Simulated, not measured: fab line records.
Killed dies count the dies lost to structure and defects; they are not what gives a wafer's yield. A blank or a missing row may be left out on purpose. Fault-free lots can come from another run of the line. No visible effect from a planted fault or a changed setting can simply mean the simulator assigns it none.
Chamber matching ; flow nand-harc ; NHARC_P_GATE_ALD_36 on ald-sin-03 has 4 sister chambers
The step deposits SiNx, target thk 20 nm, pulse time 60 s, ald cycles 223. 8 wafers are shown with their chamber, then 7 later ones without.

EACH WAFER AND ITS CHAMBER
wafer;chamber;heater-power-w (W);precursor-pulse-height-rel
L079.3;1;777;0.986
L082.3;2;1023;0.988
L082.6;0;1044;0.984
L087.4;0;1038;1.009
L087.3;1;776;0.994
L087.2;3;841;1.051
L088.4;3;831;1.002
L088.1;2;1006;0.975

WAFERS WITH NO CHAMBER GIVEN
wafer;heater-power-w (W);precursor-pulse-height-rel
L088.5;1066;0.998
L092.2;819;1.033
L092.4;1030;0.973
L092.1;763;1.009
L095.2;990;0.996
L095.3;1034;0.994
L095.6;1006;0.975

CHAMBER TAKEN BY EACH
wafer;from the rows above;in truth
L088.5;0;0
L092.2;3;3
L092.4;can't be placed: 0 or 2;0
L092.1;1;1
L095.2;2;2
L095.3;can't be placed: 0 or 2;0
L095.6;2;2
5 of 7 placed correctly. Cannot be placed on the basis of these rows: 2; the candidates contain the true chamber in 2. Number placed wrongly: 0.
How it was worked out, from the rows above alone: a wafer's distance from a chamber is the root of the sum, over the readings, of the square of ((its reading less the chamber's mean) divided by the reading's scatter). If the next closest chamber is less than 2 further off than the closest, the wafer can't be placed; otherwise it belongs to the closest. For every chamber, the mean is computed from those of its wafers that are shown. The scatter: take each reading less its chamber's mean, square it, sum over the shown wafers, divide by the number of wafers less the number of chambers, and take the root.
